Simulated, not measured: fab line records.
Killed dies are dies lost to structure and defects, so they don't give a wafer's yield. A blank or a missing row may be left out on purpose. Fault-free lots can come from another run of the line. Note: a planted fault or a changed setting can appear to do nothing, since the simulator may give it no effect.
Matching of chambers    flow nand_harc    rie_diel-05 running NHARC_A_STAIRCASE_ETCHBACK_157: 4 sister chambers
The step etches the open film in CH3F/O2, target depth 90 nm, time 167.14 s. 36 wafers are shown with their chamber, then 12 later ones without.

## EACH WAFER AND ITS CHAMBER
wafer   chamber  drypump_motor_current_A (A)  showerhead_plenum_p_Torr (Torr)  rf_vpp_V (V)
L074.1  0        4.7                          2.43                             244.2
L074.2  1        5.7                          2.42                             243.8
L074.5  0        4.8                          2.43                             244.0
L076.2  1        5.7                          2.42                             243.0
L076.4  2        6.1                          2.34                             242.5
L076.5  3        6.5                          2.29                             242.0
L079.2  2        6.1                          2.34                             241.6
L079.3  3        6.5                          2.28                             241.0
L079.6  0        4.7                          2.42                             243.2
L080.1  1        5.7                          2.42                             244.0
L080.3  3        6.5                          2.28                             241.7
L080.5  1        5.7                          2.42                             244.5
L080.2  2        6.1                          2.34                             243.9
L080.4  0        4.7                          2.42                             243.2
L080.6  2        6.1                          2.34                             241.8
L082.2  1        5.7                          2.41                             242.5
L082.4  0        4.7                          2.42                             243.0
L082.6  2        6.2                          2.34                             241.4
L082.1  2        6.2                          2.34                             242.8
L082.3  3        6.5                          2.66                             248.7
L082.5  1        5.7                          2.42                             242.6
L085.1  2        6.1                          2.33                             243.6
L085.4  0        4.8                          2.42                             243.9
L085.5  2        6.1                          2.34                             242.5
L086.1  1        5.7                          2.41                             245.3
L086.4  2        6.1                          2.33                             242.9
L086.6  2        6.1                          2.33                             243.8
L086.2  0        4.7                          2.42                             243.3
L086.3  3        6.5                          2.66                             247.7
L086.5  1        5.7                          2.41                             244.9
L087.2  2        6.1                          2.33                             241.9
L087.4  1        5.7                          2.41                             243.3
L087.5  1        5.7                          2.41                             244.0
L090.1  3        6.5                          2.65                             247.8
L090.3  2        6.2                          2.33                             242.8
L090.6  0        4.8                          2.42                             244.1

SIGNATURES, as means of the wafers listed above
reading                   chamber 0  chamber 1  chamber 2  chamber 3  scatter within a chamber
drypump_motor_current_A   4.737      5.700      6.125      6.500      0.0359
showerhead_plenum_p_Torr  2.4225     2.4150     2.3358     2.4700     0.081
rf_vpp_V                  243.613    243.790    242.625    244.817    1.6
Rule: a wafer's distance from a chamber is the root of the sum, over the readings, of the square of ((its reading less the chamber's mean) divided by the reading's scatter). If the next closest chamber is less than 2 further off than the closest, the wafer can't be placed; otherwise it belongs to the closest. How the scatter is found: for the shown wafers, subtract from each reading the mean of its chamber, square and add these, divide the total by (wafers less chambers), then take the root.

## WAFERS MISSING THEIR CHAMBER
wafer   drypump_motor_current_A (A)  showerhead_plenum_p_Torr (Torr)  rf_vpp_V (V)
L088.2  6.2                          2.33                             243.6
L088.3  5.7                          2.41                             243.9
L088.6  6.5                          2.65                             245.9
L091.1  4.8                          2.42                             244.1
L091.4  6.1                          2.33                             241.5
L091.6  6.5                          2.65                             246.3
L095.1  6.5                          2.64                             247.6
L095.3  5.7                          2.40                             244.3
L095.6  6.1                          2.32                             242.0
L095.2  4.8                          2.41                             244.4
L095.4  6.1                          2.32                             241.9
L095.5  5.7                          2.40                             242.0

## WHICH CHAMBER EACH WENT THROUGH
wafer   from the rows above  in truth
L088.2  2                    2
L088.3  1                    1
L088.6  3                    3
L091.1  0                    0
L091.4  2                    2
L091.6  3                    3
L095.1  3                    3
L095.3  1                    1
L095.6  2                    2
L095.2  0                    0
L095.4  2                    2
L095.5  1                    1
Correctly placed: 12 of 12. From these rows, 0 cannot be placed. Number placed wrongly: 0.
